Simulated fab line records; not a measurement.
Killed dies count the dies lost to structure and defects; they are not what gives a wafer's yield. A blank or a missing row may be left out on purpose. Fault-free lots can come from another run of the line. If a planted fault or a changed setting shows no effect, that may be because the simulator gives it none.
fab line records -- flow n5Finfet -- part 1 of 2: steps 1 to 4 of 6
record: lots: 22, wafers: 66, lastDay: 17
route steps=1938 shown BEOL_M7@1317 BEOL_M8@1354 BEOL_M9@1404
lots untouched by any fault: they come from a run of this same line in which no faults occurred
startH: the number of hours between the record's first day and the start of the first shown wafer of the lot -- waitH: hours elapsed since this lot's preceding step -- " same as the row above -- L1.1+2: a single row standing in for several wafers -- - no value present, or no start provided -- * or withheld: withheld -- < > ~ a bound
route shown NAME@n: NAME is a module with steps in the file, n the number in the route of the first one -- usual: mean/standard deviation taken from wafers without a fault -- same: alike in all rows -- chamber/n: place in a boat -- sites: each site's reading -- _std_site: the standard deviation of these -- _edge_site: mean of outer sites minus mean of inner sites -- radiusMm: how far each site lies from the wafer's centre -- mask NAME#n: copy n -- behind: the tool/chamber that last shaped the wafer -- hold: what put the lot on hold/how long, in hours/how the hold closed -- device: names the non-switching transistor (n, p or np) -- end of line: the route-end tests of the same wafers -- for a step that has no rows: nothing shown but its recipe -- killed: dies lost to structure and defects at the first sort, not the wafer's yield -- map: a wafer's dies, marking killed ones x, the rest . and places with no die _
set.NAME: the run value of the setting; set.NAME@STEP: its run value at that earlier step -- model.NAME: the simulator's own value behind a step, which no gauge read
one table for each step of the route and one row for each wafer, over a sample of lots
services: a tool's chamber out of use, with start hour (startH, from the record's first day; less than 0 if before it), hours out, and reason
== steps ==
step: N5_BEOL_M7_CURE_75
recipe: tempC: 370, timeS: 120, ambient: DMADMS/He, material: SiCOH_lowk
usual: lampPowerPct: 52.31/0.05, wafer_temp_C_max: 371.7/0.69
lot.wafer,tool,chamber,startH,waitH,lampPowerPct,wafer_temp_C_max
L074.1,uvCure-03,2,192.00,0.5,52.33,371.8
L074.3,uvCure-03,2,192.00,0.5,52.28,372.2
L074.6,uvCure-03,2,192.00,0.5,52.41,371.5
L075.1,uvCure-03,0,209.42,0.0,52.29,371.7
L075.4,uvCure-03,0,209.42,0.0,52.30,371.8
L075.5,uvCure-03,0,209.42,0.0,52.29,371.4
L077.2,uvCure-02,1,213.15,0.1,52.30,372.5
L077.3,uvCure-02,1,213.15,0.1,52.33,372.1
L077.6,uvCure-02,1,213.15,0.1,52.23,373.7
L076.4,uvCure-02,1,215.39,0.2,52.35,373.5
L076.5,uvCure-02,1,215.39,0.2,52.23,372.4
L076.6,uvCure-02,1,215.39,0.2,52.27,372.1
L078.1,uvCure-01,1,216.60,0.0,52.33,372.3
L078.5,uvCure-01,1,216.60,0.0,52.31,372.1
L078.6,uvCure-01,1,216.60,0.0,52.30,374.1
L081.2,uvCure-03,2,225.51,0.2,52.29,371.4
L081.3,uvCure-03,2,225.51,0.2,52.29,371.3
L081.6,uvCure-03,2,225.51,0.2,52.35,371.8
L079.1,uvCure-01,0,226.09,0.0,52.37,371.5
L079.4,uvCure-01,0,226.09,0.0,52.29,371.4
L079.5,uvCure-01,0,226.09,0.0,52.27,371.6
L080.3,uvCure-02,2,237.21,0.1,52.28,371.0
L080.4,uvCure-02,2,237.21,0.1,52.37,371.3
L080.5,uvCure-02,2,237.21,0.1,52.31,370.9
L082.3,uvCure-02,2,237.99,0.4,52.29,371.1
L082.5,uvCure-02,2,237.99,0.4,52.31,371.3
L082.6,uvCure-02,2,237.99,0.4,52.33,371.3
L083.2,uvCure-01,1,245.75,0.1,52.35,372.6
L083.3,uvCure-01,1,245.75,0.1,52.32,373.0
L083.5,uvCure-01,1,245.75,0.1,52.30,372.2
L085.1,uvCure-02,2,266.68,0.0,52.30,371.1
L085.4,uvCure-02,2,266.68,0.0,52.30,371.0
L085.5,uvCure-02,2,266.68,0.0,52.34,371.1
L084.2,uvCure-03,2,266.90,0.1,52.26,371.6
L084.3,uvCure-03,2,266.90,0.1,52.23,371.9
L084.5,uvCure-03,2,266.90,0.1,52.33,371.5
L088.4,uvCure-01,1,267.11,0.2,52.33,372.1
L088.5,uvCure-01,1,267.11,0.2,52.27,374.4
L088.6,uvCure-01,1,267.11,0.2,52.34,372.2
L086.2,uvCure-03,0,270.13,0.4,52.31,371.3
L086.3,uvCure-03,0,270.13,0.4,52.26,372.3
L086.6,uvCure-03,0,270.13,0.4,52.43,372.2
L089.1,uvCure-02,0,293.61,0.0,52.19,371.7
L089.3,uvCure-02,0,293.61,0.0,52.35,371.2
L089.5,uvCure-02,0,293.61,0.0,52.31,371.7
L092.1,uvCure-01,2,300.50,0.0,52.23,371.5
L092.2,uvCure-01,2,300.50,0.0,52.28,370.7
L092.3,uvCure-01,2,300.50,0.0,52.28,370.7
L091.2,uvCure-02,1,300.64,0.1,52.31,371.8
L091.4,uvCure-02,1,300.64,0.1,52.34,372.6
L091.6,uvCure-02,1,300.64,0.1,52.25,372.9
L093.2,uvCure-01,2,301.15,0.3,52.38,371.2
L093.4,uvCure-01,2,301.15,0.3,52.34,371.1
L093.5,uvCure-01,2,301.15,0.3,52.29,371.0
L094.1,uvCure-03,0,324.17,0.1,52.25,372.1
L094.4,uvCure-03,0,324.17,0.1,52.21,371.5
L094.5,uvCure-03,0,324.17,0.1,52.25,372.2
L097.3,uvCure-02,0,327.77,0.2,52.30,371.5
L097.4,uvCure-02,0,327.77,0.2,52.35,371.6
L097.5,uvCure-02,0,327.77,0.2,52.24,371.1
L096.2,uvCure-02,0,328.27,0.7,52.26,371.4
L096.4,uvCure-02,0,328.27,0.7,52.29,371.5
L096.5,uvCure-02,0,328.27,0.7,52.40,371.2
L095.2,uvCure-01,0,328.88,0.9,52.31,371.5
L095.5,uvCure-01,0,328.88,0.9,52.26,372.0
L095.6,uvCure-01,0,328.88,0.9,52.26,371.1
step: N5_BEOL_M7_ANNEAL_51
recipe: tempC: 225, timeS: 90, ambient: N2
usual: annealTempCMax: 226.0/0.53, wafer_temp_C_max: 226.37/0.27
lot.wafer,tool,chamber,startH,waitH,annealTempCMax,wafer_temp_C_max
L074.1,rtpAnneal-02,0,195.07,0.4,225.3,226.64
L074.3,rtpAnneal-02,0,195.07,0.4,225.8,226.35
L074.6,rtpAnneal-02,0,195.07,0.4,225.2,226.31
L075.1,rtpAnneal-02,0,211.34,0.3,225.3,226.58
L075.4,rtpAnneal-02,0,211.34,0.3,225.3,226.35
L075.5,rtpAnneal-02,0,211.34,0.3,225.5,226.41
L077.2,rtpAnneal-01,0,215.00,0.3,226.5,226.17
L077.3,rtpAnneal-01,0,215.00,0.3,226.1,225.95
L077.6,rtpAnneal-01,0,215.00,0.3,225.9,226.63
L076.4,rtpAnneal-01,0,217.83,0.7,226.5,226.82
L076.5,rtpAnneal-01,0,217.83,0.7,226.4,226.66
L076.6,rtpAnneal-01,0,217.83,0.7,226.9,226.65
L078.1,rtpAnneal-02,0,218.10,0.3,225.8,226.21
L078.5,rtpAnneal-02,0,218.10,0.3,225.5,226.22
L078.6,rtpAnneal-02,0,218.10,0.3,225.9,227.02
L081.2,rtpAnneal-02,0,227.20,0.1,225.6,226.30
L081.3,rtpAnneal-02,0,227.20,0.1,225.9,225.98
L081.6,rtpAnneal-02,0,227.20,0.1,225.4,226.37
L079.1,rtpAnneal-02,0,228.22,0.1,225.2,226.09
L079.4,rtpAnneal-02,0,228.22,0.1,225.5,225.94
L079.5,rtpAnneal-02,0,228.22,0.1,225.6,226.19
L080.3,rtpAnneal-01,0,238.56,0.1,227.2,226.35
L080.4,rtpAnneal-01,0,238.56,0.1,226.3,226.26
L080.5,rtpAnneal-01,0,238.56,0.1,226.3,226.67
L082.3,rtpAnneal-02,0,239.56,0.3,225.5,226.75
L082.5,rtpAnneal-02,0,239.56,0.3,225.6,226.59
L082.6,rtpAnneal-02,0,239.56,0.3,225.7,226.44
L083.2,rtpAnneal-01,0,247.30,0.2,226.9,226.32
L083.3,rtpAnneal-01,0,247.30,0.2,226.5,226.53
L083.5,rtpAnneal-01,0,247.30,0.2,226.3,226.11
L085.1,rtpAnneal-01,0,269.96,0.1,226.2,226.33
L085.4,rtpAnneal-01,0,269.96,0.1,226.4,226.78
L085.5,rtpAnneal-01,0,269.96,0.1,226.7,226.12
L088.4,rtpAnneal-02,0,270.18,0.2,225.5,226.52
L088.5,rtpAnneal-02,0,270.18,0.2,225.7,226.21
L088.6,rtpAnneal-02,0,270.18,0.2,225.9,227.29
L084.2,rtpAnneal-02,0,270.36,0.3,225.5,226.36
L084.3,rtpAnneal-02,0,270.36,0.3,225.6,226.07
L084.5,rtpAnneal-02,0,270.36,0.3,225.4,226.41
L086.2,rtpAnneal-01,0,273.47,0.1,226.2,226.16
L086.3,rtpAnneal-01,0,273.47,0.1,226.8,226.10
L086.6,rtpAnneal-01,0,273.47,0.1,227.2,226.48
L089.1,rtpAnneal-01,0,295.28,0.1,226.5,226.43
L089.3,rtpAnneal-01,0,295.28,0.1,226.3,226.47
L089.5,rtpAnneal-01,0,295.28,0.1,226.3,226.76
L092.1,rtpAnneal-01,0,301.88,0.1,226.0,226.23
L092.2,rtpAnneal-01,0,301.88,0.1,226.3,226.57
L092.3,rtpAnneal-01,0,301.88,0.1,226.5,226.90
L091.2,rtpAnneal-02,0,302.73,0.4,225.7,225.85
L091.4,rtpAnneal-02,0,302.73,0.4,225.8,226.46
L091.6,rtpAnneal-02,0,302.73,0.4,225.8,225.83
L093.2,rtpAnneal-02,0,304.27,0.3,225.6,226.00
L093.4,rtpAnneal-02,0,304.27,0.3,225.7,226.38
L093.5,rtpAnneal-02,0,304.27,0.3,225.8,226.18
L094.1,rtpAnneal-01,0,325.94,0.2,226.0,226.13
L094.4,rtpAnneal-01,0,325.94,0.2,226.5,226.64
L094.5,rtpAnneal-01,0,325.94,0.2,226.6,226.10
L097.3,rtpAnneal-01,0,331.05,0.3,225.9,226.76
L097.4,rtpAnneal-01,0,331.05,0.3,226.3,226.44
L097.5,rtpAnneal-01,0,331.05,0.3,226.3,226.10
L096.2,rtpAnneal-01,0,332.20,0.4,226.7,226.27
L096.4,rtpAnneal-01,0,332.20,0.4,226.5,225.93
L096.5,rtpAnneal-01,0,332.20,0.4,226.1,226.45
L095.2,rtpAnneal-02,0,332.38,0.5,225.4,226.53
L095.5,rtpAnneal-02,0,332.38,0.5,225.2,226.22
L095.6,rtpAnneal-02,0,332.38,0.5,225.4,226.34
step: N5_BEOL_M8_STRIP_19
recipe: chemistry: O2, powerW: 400, tempC: 40, pressureMtorr: 30, rfFrequencyHz: 6e+07, biasPowerW: 0, overashFraction: 0.2, o2FlowSccm: 225
usual: drypumpMotorCurrentA: 5.6/0.39, oesProductAu: 0.78/0.081, rfVppV: 3.6/0.66, showerheadPlenumPTorr: 2.05/0.066, tempC: 40.00/0.12, throttleValvePct: 16.72/0.19
lot.wafer,tool,chamber,startH,waitH,drypumpMotorCurrentA,oesProductAu,rfHoursCounterH,rfVppV,showerheadPlenumPTorr,tempC,throttleValvePct
L074.1,rieDiel-02,1,201.61,0.1,5.7,0.71,206,4.1,1.98,39.75,16.53
L074.3,rieDiel-02,3,201.61,0.1,5.2,0.82,55,4.0,2.03,39.98,16.67
L074.6,rieDiel-02,0,201.61,0.1,5.9,0.72,-,4.4,2.17,39.81,16.71
L075.1,rieDiel-04,0,214.65,0.1,6.1,0.71,226,4.0,2.18,39.88,16.87
L075.4,rieDiel-04,3,214.65,0.1,5.5,0.77,135,3.0,2.03,39.91,16.80
L075.5,rieDiel-04,2,214.65,0.1,6.0,0.70,-,3.7,2.06,39.79,16.73
L077.2,rieDiel-04,1,218.27,0.1,5.1,0.76,167,3.0,1.99,39.82,16.91
L077.3,rieDiel-04,0,218.27,0.1,6.1,0.72,228,3.9,2.18,40.03,16.88
L077.6,rieDiel-04,3,218.27,0.1,5.5,0.76,-,3.0,2.03,40.21,16.81
L076.4,rieDiel-06,3,220.86,0.1,5.5,0.83,79,3.6,2.03,39.95,16.56
L076.5,rieDiel-06,3,220.86,0.1,5.5,0.84,-,3.1,2.03,40.14,16.56
L076.6,rieDiel-06,2,220.86,0.1,5.5,0.74,-,4.4,2.08,40.13,16.97
L078.1,rieDiel-06,1,221.38,0.1,6.2,0.87,56,3.4,2.02,40.12,16.69
L078.5,rieDiel-06,2,221.38,0.1,5.5,0.73,-,3.4,2.08,39.95,16.98
L078.6,rieDiel-06,1,221.38,0.1,6.2,0.88,-,4.2,2.02,40.04,16.70
L081.2,rieDiel-06,1,230.00,0.1,6.1,0.87,59,2.2,2.02,39.97,16.72
L081.3,rieDiel-06,3,230.00,0.1,5.5,0.83,82,2.9,2.03,40.06,16.57
L081.6,rieDiel-06,3,230.00,0.1,5.5,0.83,-,3.6,2.03,40.16,16.58
L079.1,rieDiel-04,3,231.04,0.3,5.5,0.77,141,2.7,2.03,39.92,16.81
L079.4,rieDiel-04,0,231.04,0.3,6.1,0.70,231,4.3,2.18,40.15,16.88
L079.5,rieDiel-04,3,231.04,0.3,5.5,0.77,-,4.5,2.03,39.92,16.81
L082.3,rieDiel-02,3,242.69,0.1,5.2,0.81,71,3.2,2.02,39.93,16.72
L082.5,rieDiel-02,3,242.69,0.1,5.2,0.81,-,2.8,2.02,40.15,16.70
L082.6,rieDiel-02,1,242.69,0.1,5.6,0.71,-,3.0,1.98,40.18,16.56
L080.3,rieDiel-06,3,242.73,0.1,5.5,0.82,87,4.0,2.03,40.13,16.58
L080.4,rieDiel-06,0,242.73,0.1,5.7,0.92,19,3.4,2.04,39.90,16.35
L080.5,rieDiel-06,1,242.73,0.1,6.2,0.86,-,4.2,2.01,40.04,16.70
L083.2,rieDiel-06,3,254.17,0.3,5.5,0.82,92,3.1,2.03,39.96,16.60
L083.3,rieDiel-06,2,254.17,0.3,5.5,0.72,205,2.4,2.08,40.02,16.99
L083.5,rieDiel-06,1,254.17,0.3,6.2,0.86,-,3.9,2.01,39.91,16.73
L088.4,rieDiel-02,2,276.79,0.2,4.8,0.71,-,3.0,2.17,40.02,16.79
L088.5,rieDiel-02,1,276.79,0.2,5.6,0.70,-,3.5,1.97,39.81,16.60
L088.6,rieDiel-02,3,276.79,0.2,5.2,0.80,-,3.8,2.02,40.01,16.74
L084.2,rieDiel-02,3,276.81,0.2,5.2,0.79,86,3.6,2.02,39.99,16.72
L084.3,rieDiel-02,1,276.81,0.2,5.6,0.70,237,3.5,1.97,40.10,16.61
L084.5,rieDiel-02,1,276.81,0.2,5.6,0.70,-,3.8,1.97,40.07,16.59
L085.1,rieDiel-02,1,276.99,0.1,5.7,0.69,238,4.8,1.97,39.94,16.59
L085.4,rieDiel-02,1,276.99,0.1,5.7,0.69,-,2.7,1.97,40.02,16.58
L085.5,rieDiel-02,3,276.99,0.1,5.2,0.79,-,3.0,2.02,39.96,16.73
L086.2,rieDiel-02,1,277.29,0.1,5.7,0.70,238,2.8,1.97,39.86,16.60
L086.3,rieDiel-02,2,277.29,0.1,4.8,0.71,218,4.2,2.17,40.02,16.79
L086.6,rieDiel-02,3,277.29,0.1,5.2,0.80,-,3.4,2.02,40.07,16.75
L089.1,rieDiel-04,2,298.49,0.1,6.0,0.68,252,4.3,2.05,40.17,16.79
L089.3,rieDiel-04,1,298.49,0.1,5.2,0.72,197,3.4,1.98,40.03,16.95
L089.5,rieDiel-04,1,298.49,0.1,5.1,0.73,-,3.3,1.98,39.94,16.96
L092.1,rieDiel-06,1,305.44,0.1,6.2,0.84,85,2.9,2.01,39.99,16.75
L092.2,rieDiel-06,2,305.44,0.1,5.5,0.71,224,3.3,2.07,40.09,17.01
L092.3,rieDiel-06,0,305.44,0.1,5.7,0.89,39,3.8,2.03,40.14,16.38
L091.2,rieDiel-04,1,305.58,0.1,5.1,0.73,200,2.8,1.98,39.99,16.98
L091.4,rieDiel-04,1,305.58,0.1,5.1,0.72,-,3.6,1.98,39.96,16.93
L091.6,rieDiel-04,0,305.58,0.1,6.1,1.00,-,3.6,2.17,40.16,16.46
L093.2,rieDiel-02,1,308.43,0.1,5.6,0.69,247,4.4,1.97,39.91,16.61
L093.4,rieDiel-02,0,308.43,0.1,5.9,0.97,9,3.0,2.16,40.15,16.41
L093.5,rieDiel-02,1,308.43,0.1,5.6,0.68,-,4.4,1.97,39.85,16.61
L094.1,rieDiel-04,3,329.61,0.1,5.5,0.72,174,4.2,2.02,39.84,16.88
L094.4,rieDiel-04,0,329.61,0.1,6.1,0.96,9,3.5,2.17,39.99,16.47
L094.5,rieDiel-04,1,329.61,0.1,5.2,0.70,-,3.0,1.97,39.98,16.98
L097.3,rieDiel-06,1,333.84,0.1,6.2,0.84,95,4.2,2.00,40.41,16.78
L097.4,rieDiel-06,0,333.84,0.1,5.7,0.87,50,4.9,2.03,40.16,16.40
L097.5,rieDiel-06,3,333.84,0.1,5.5,0.79,-,3.8,2.02,40.07,16.63
L096.2,rieDiel-06,0,335.13,0.1,5.7,0.88,50,3.7,2.03,39.90,16.38
L096.4,rieDiel-06,2,335.13,0.1,5.5,0.70,235,3.0,2.07,40.05,17.03
L096.5,rieDiel-06,2,335.13,0.1,5.5,0.70,-,3.9,2.07,40.00,17.05
L095.2,rieDiel-02,1,335.98,0.1,5.6,1.02,0,3.8,2.23,40.12,16.21
L095.5,rieDiel-02,2,335.98,0.1,4.8,0.70,-,3.1,2.16,40.03,16.84
L095.6,rieDiel-02,3,335.98,0.1,5.2,0.77,-,4.1,2.01,39.89,16.78
step: N5_BEOL_M8_ETCH_72
recipe: chemistry: N2/H2, target: underlayer, targetDepthA: 65, maskMaterial: CAR-EUV, timeS: 5.2, ionEnergyEv: 200, pressureMtorr: 30, sourceW: 840, biasW: 150, n2FlowSccm: 200, h2FlowSccm: 200, ends: cleared
usual: drypumpMotorCurrentA: 5.6/0.41, etchRfOnTimeS: 5.22/0.17, oesProductAu: 0.65/0.07, rfVppV: 522.9/2.4, showerheadPlenumPTorr: 2.50/0.083, throttleValvePct: 17.9/0.33
lot.wafer,tool,chamber,startH,waitH,drypumpMotorCurrentA,etchRfOnTimeS,oesProductAu,rfHoursCounterH,rfVppV,showerheadPlenumPTorr,throttleValvePct
L074.1,rieDiel-04,3,202.27,0.0,5.5,4.88,0.68,132,520.5,2.41,17.5
L074.3,rieDiel-04,0,202.27,0.0,6.2,5.27,0.60,223,524.9,2.63,18.0
L074.6,rieDiel-04,2,202.27,0.0,6.0,5.33,0.59,-,522.7,2.50,17.7
L075.1,rieDiel-04,0,216.33,0.0,6.1,5.22,0.60,227,526.6,2.63,18.0
L075.4,rieDiel-04,1,216.33,0.0,5.1,5.12,0.64,166,520.5,2.45,18.5
L075.5,rieDiel-04,3,216.33,0.0,5.5,4.89,0.68,-,519.7,2.41,17.5
L077.2,rieDiel-04,2,219.12,0.0,6.0,5.38,0.58,222,524.0,2.49,17.7
L077.3,rieDiel-04,1,219.12,0.0,5.1,5.13,0.63,167,520.6,2.45,18.5
L077.6,rieDiel-04,0,219.12,0.0,6.1,5.23,0.60,-,526.5,2.63,18.0
L076.4,rieDiel-04,2,224.58,0.0,6.0,5.40,0.58,223,523.1,2.49,17.7
L076.5,rieDiel-04,3,224.58,0.0,5.5,4.87,0.67,-,519.6,2.41,17.5
L076.6,rieDiel-04,2,224.58,0.0,6.0,5.38,0.58,-,524.7,2.49,17.7
L078.1,rieDiel-02,3,224.75,0.0,5.2,4.98,0.73,64,521.8,2.50,18.1
L078.5,rieDiel-02,2,224.75,0.0,4.8,5.35,0.62,-,525.8,2.64,17.9
L078.6,rieDiel-02,3,224.75,0.0,5.2,4.99,0.72,-,522.2,2.50,18.1
L081.2,rieDiel-02,2,231.11,0.0,4.8,5.35,0.62,198,526.7,2.64,17.9
L081.3,rieDiel-02,0,231.11,0.0,5.9,5.31,0.59,246,524.4,2.61,17.8
L081.6,rieDiel-02,2,231.11,0.0,4.8,5.34,0.62,-,527.9,2.64,17.9
L079.1,rieDiel-04,2,231.64,0.0,6.0,5.38,0.59,226,522.8,2.49,17.7
L079.4,rieDiel-04,1,231.64,0.0,5.1,5.02,0.64,171,522.5,2.45,18.4
L079.5,rieDiel-04,3,231.64,0.0,5.5,4.86,0.67,-,521.2,2.40,17.5
L080.3,rieDiel-02,2,244.80,0.0,4.8,5.34,0.62,203,526.2,2.63,17.9
L080.4,rieDiel-02,2,244.80,0.0,4.8,5.33,0.62,-,525.3,2.63,17.9
L080.5,rieDiel-02,1,244.80,0.0,5.7,5.31,0.59,-,519.5,2.40,17.7
L082.3,rieDiel-06,2,245.21,0.0,5.5,5.50,0.61,201,523.9,2.55,18.4
L082.5,rieDiel-06,3,245.21,0.0,5.5,5.35,0.70,-,522.3,2.46,17.8
L082.6,rieDiel-06,2,245.21,0.0,5.5,5.47,0.61,-,526.9,2.55,18.4
L083.2,rieDiel-04,0,256.44,0.0,6.1,5.20,0.59,239,527.0,2.62,18.0
L083.3,rieDiel-04,2,256.44,0.0,6.0,5.35,0.59,235,523.6,2.49,17.8
L083.5,rieDiel-04,1,256.44,0.0,5.1,5.09,0.62,-,522.7,2.44,18.5
L084.2,rieDiel-04,1,280.02,0.0,5.1,5.20,0.62,189,519.6,2.44,18.5
L084.3,rieDiel-04,0,280.02,0.0,6.1,5.29,0.58,248,526.7,2.62,18.0
L084.5,rieDiel-04,2,280.02,0.0,6.0,5.39,0.57,-,521.4,2.48,17.8
L088.4,rieDiel-02,2,280.08,0.0,4.8,5.34,0.60,-,523.1,2.63,17.9
L088.5,rieDiel-02,1,280.08,0.0,5.7,5.39,0.58,-,522.2,2.39,17.7
L088.6,rieDiel-02,3,280.08,0.0,5.2,4.96,0.71,-,523.7,2.49,18.2
L085.1,rieDiel-04,2,280.56,0.0,6.0,5.31,0.57,244,521.8,2.48,17.8
L085.4,rieDiel-04,1,280.56,0.0,5.1,5.22,0.61,-,522.7,2.44,18.5
L085.5,rieDiel-04,0,280.56,0.0,6.1,5.24,0.59,-,523.0,2.62,18.0
L086.2,rieDiel-06,0,285.73,0.0,5.7,5.08,0.76,31,519.7,2.50,17.7
L086.3,rieDiel-06,3,285.73,0.0,5.5,5.26,0.69,102,519.6,2.46,17.8
L086.6,rieDiel-06,3,285.73,0.0,5.5,5.29,0.68,-,524.7,2.46,17.8
L089.1,rieDiel-04,2,300.16,0.0,6.0,5.38,0.57,252,521.9,2.48,17.8
L089.3,rieDiel-04,3,300.16,0.0,5.5,4.88,0.65,162,517.7,2.40,17.5
L089.5,rieDiel-04,2,300.16,0.0,5.9,5.43,0.57,-,521.5,2.48,17.8
L092.1,rieDiel-02,1,306.57,0.0,5.7,5.44,0.56,247,519.5,2.39,17.7
L092.2,rieDiel-02,0,306.57,0.0,5.9,5.24,0.81,9,526.0,2.60,17.5
L092.3,rieDiel-02,3,306.57,0.0,5.2,5.03,0.70,96,523.3,2.48,18.2
L091.2,rieDiel-06,1,306.62,0.0,6.2,5.19,0.71,85,522.5,2.47,18.1
L091.4,rieDiel-06,3,306.62,0.0,5.5,5.23,0.69,111,521.5,2.45,17.8
L091.6,rieDiel-06,3,306.62,0.0,5.5,5.24,0.70,-,523.6,2.45,17.8
L093.2,rieDiel-02,2,313.34,0.0,4.8,5.38,0.59,229,525.3,2.62,18.0
L093.4,rieDiel-02,0,313.34,0.0,5.9,5.22,0.81,11,524.9,2.60,17.5
L093.5,rieDiel-02,2,313.34,0.0,4.8,5.38,0.59,-,523.6,2.62,18.0
L094.1,rieDiel-06,1,330.95,0.0,6.2,5.25,0.70,95,521.0,2.46,18.1
L094.4,rieDiel-06,3,330.95,0.0,5.5,5.26,0.67,120,520.1,2.45,17.8
L094.5,rieDiel-06,1,330.95,0.0,6.1,5.19,0.70,-,520.8,2.46,18.1
L097.3,rieDiel-04,1,334.46,0.0,5.1,5.28,0.60,211,521.3,2.43,18.5
L097.4,rieDiel-04,2,334.46,0.0,6.0,5.24,0.81,6,524.4,2.48,17.4
L097.5,rieDiel-04,3,334.46,0.0,5.5,5.00,0.64,-,523.0,2.39,17.6
L096.2,rieDiel-02,2,337.17,0.0,4.8,5.29,0.59,240,525.6,2.62,18.0
L096.4,rieDiel-02,1,337.17,0.0,5.7,5.30,0.85,1,528.6,2.71,17.4
L096.5,rieDiel-02,2,337.17,0.0,4.8,5.31,0.59,-,526.2,2.62,18.0
L095.2,rieDiel-04,0,337.34,0.0,6.1,5.22,0.79,13,525.4,2.61,17.6
L095.5,rieDiel-04,2,337.34,0.0,6.0,5.22,0.80,-,521.8,2.48,17.4
L095.6,rieDiel-04,1,337.34,0.0,5.1,5.34,0.61,-,521.6,2.43,18.5
